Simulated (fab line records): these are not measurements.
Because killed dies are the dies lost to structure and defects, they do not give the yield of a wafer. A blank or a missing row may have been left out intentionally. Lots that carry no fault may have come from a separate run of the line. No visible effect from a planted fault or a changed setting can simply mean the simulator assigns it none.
Which of the tools did it?    flow n5Finfet    Sampling: 11 lots, 33 wafers, 4 of 1938 route steps

## WHAT THE GAUGES READ, wafer by wafer
N5_PASSIVATION_CD_MEAS_10 targets a cd of 3000 nm.
lot   measured      on        cdNm (nm)
L873  day 12 17:32  cdSem-01  2997.7 2997.2 2997.4
L879  day 14 01:12  cdSem-01  2996.7 2995.0 2995.6
L878  day 14 03:38  cdSem-02  2996.4 2995.8 2997.7
L882  day 14 13:25  cdSem-01  2998.8 3000.7 3001.1
L885  day 15 12:23  cdSem-01  2996.4 2996.3 2994.7
L886  day 15 16:09  cdSem-01  2997.3 2997.2 2997.8
L887  day 16 01:41  cdSem-02  3001.4 2998.8 3001.8
L889  day 16 01:23  cdSem-02  3001.1 3002.1 2999.2
L891  day 17 00:43  cdSem-02  3000.1 3001.1 3001.9
L893  day 17 03:14  cdSem-02  3003.1 3000.7 3001.8
L894  day 18 06:03  cdSem-01  2999.9 3001.8 2998.4

N5_PASSIVATION_OVL_MEAS_63.
lot   measured      on          PAD_OVL (nm)
L873  day 12 20:40  overlay-01  5 -4 4
L879  day 14 03:10  overlay-02  0 0 1
L878  day 14 05:59  overlay-02  2 3 7
L882  day 14 15:43  overlay-02  -4 -2 -6
L885  day 15 14:07  overlay-02  -1 0 2
L886  day 15 17:59  overlay-01  -8 0 0
L887  day 16 03:37  overlay-01  3 -2 6
L889  day 16 02:55  overlay-02  -1 1 -8
L891  day 17 02:44  overlay-02  -7 -9 -9
L893  day 17 04:37  overlay-01  -4 -1 -12
L894  day 18 08:16  overlay-02  1 6 11

## TOOL THAT RAN EACH LOT (tool first, then ch and the chambers of the sampled wafers, then the start)
lot   N5_BEOL_M2_ETCH_69                 N5_MIM_TOP_DEGAS_04
L873  rieDiel-04 ch 0,2, day 7 01:04     pvdSputter-02, day 12 12:34
L879  rieDiel-04 ch 1,3, day 8 03:30     pvdSputter-01, day 13 22:23
L878  rieDiel-04 ch 0,1,3, day 8 14:34   pvdSputter-03, day 14 00:57
L882  rieDiel-04 ch 0,1, day 9 03:37     pvdSputter-02, day 14 08:16
L885  rieDiel-02 ch 0,2,3, day 10 06:16  pvdSputter-01, day 15 08:41
L886  rieDiel-05 ch 0,1,2, day 10 09:24  pvdSputter-02, day 15 12:08
L887  rieDiel-02 ch 1,2, day 10 15:10    pvdSputter-03, day 15 22:33
L889  rieDiel-05 ch 1,3, day 11 03:10    pvdSputter-01, day 15 21:16
L891  rieDiel-02 ch 0,1,3, day 11 06:05  pvdSputter-02, day 16 21:19
L893  rieDiel-05 ch 1,2,3, day 11 17:16  pvdSputter-03, day 17 00:38
L894  rieDiel-04 ch 0,3, day 12 08:44    pvdSputter-01, day 18 01:37
- N5_BEOL_M2_ETCH_69: etches SiARC in CF4, target depth 15.6 nm, time 26 s.
- N5_MIM_TOP_DEGAS_04: time 60 s.

## AS READ BY THE TOOLS THEMSELVES (means over the sampled wafers that have a number; for cases with no such wafer, the mark the record gives instead)
N5_BEOL_M2_ETCH_69.
lot   tool        drypumpMotorCurrentA (A)  etchRfOnTimeS (s)  oesProductAu (a.u.)  rfVppV (V)  showerheadPlenumPTorr (Torr)  throttleValvePct (%)
L873  rieDiel-04  5.8                       25.9               0.65                 184.2       2.17                          15.58
L879  rieDiel-04  5.2                       25.9               0.80                 184.0       2.15                          15.08
L878  rieDiel-04  5.4                       26.0               0.73                 184.4       2.16                          15.26
L882  rieDiel-04  5.7                       26.4               0.68                 184.1       2.12                          15.36
L885  rieDiel-02  5.8                       26.2               0.67                 183.8       2.10                          15.55
L886  rieDiel-05  5.6                       25.9               0.70                 184.8       2.19                          15.45
L887  rieDiel-02  5.8                       26.1               0.71                 184.4       2.14                          15.56
L889  rieDiel-05  5.5                       26.0               0.72                 183.9       2.11                          15.51
L891  rieDiel-02  5.4                       26.3               0.70                 183.8       2.15                          15.58
L893  rieDiel-05  5.6                       26.0               0.65                 184.0       2.14                          15.49
L894  rieDiel-04  5.3                       26.2               0.69                 184.4       2.21                          15.41

N5_MIM_TOP_DEGAS_04.
lot   tool           heaterPowerW (W)
L873  pvdSputter-02  450
L879  pvdSputter-01  468
L878  pvdSputter-03  487
L882  pvdSputter-02  451
L885  pvdSputter-01  471
L886  pvdSputter-02  451
L887  pvdSputter-03  521
L889  pvdSputter-01  475
L891  pvdSputter-02  452
L893  pvdSputter-03  494
L894  pvdSputter-01  459

## THE ANSWER, worked out from the rows above alone
Rule: the lots themselves supply what counts as usual. The widest of any qualifying gaps counts: lots, ordered by their means at a reading, are off when they make up no more than a third of the lots, leave a main group of 4 or more, and stand apart from it by 3 or more times the standard deviation of that group's means. The tables above print the reading to a certain number of digits; a main group whose means all agree to those digits is not used. Also off: a lot with no number at a reading for which 4 or more lots have one. All remaining lots with rows at the step are treated as sound. After the gauges, taken in route order, come the tools' own readings; for these a lot's mean is taken, as printed above. At the first step where some lot is off, the reading lying furthest off is the one used; lots without a number count as furthest.
No lot is off on any of the readings shown, so nothing can be concluded from this.

## WHAT HAD BEEN PUT IN BY THE SIMULATOR
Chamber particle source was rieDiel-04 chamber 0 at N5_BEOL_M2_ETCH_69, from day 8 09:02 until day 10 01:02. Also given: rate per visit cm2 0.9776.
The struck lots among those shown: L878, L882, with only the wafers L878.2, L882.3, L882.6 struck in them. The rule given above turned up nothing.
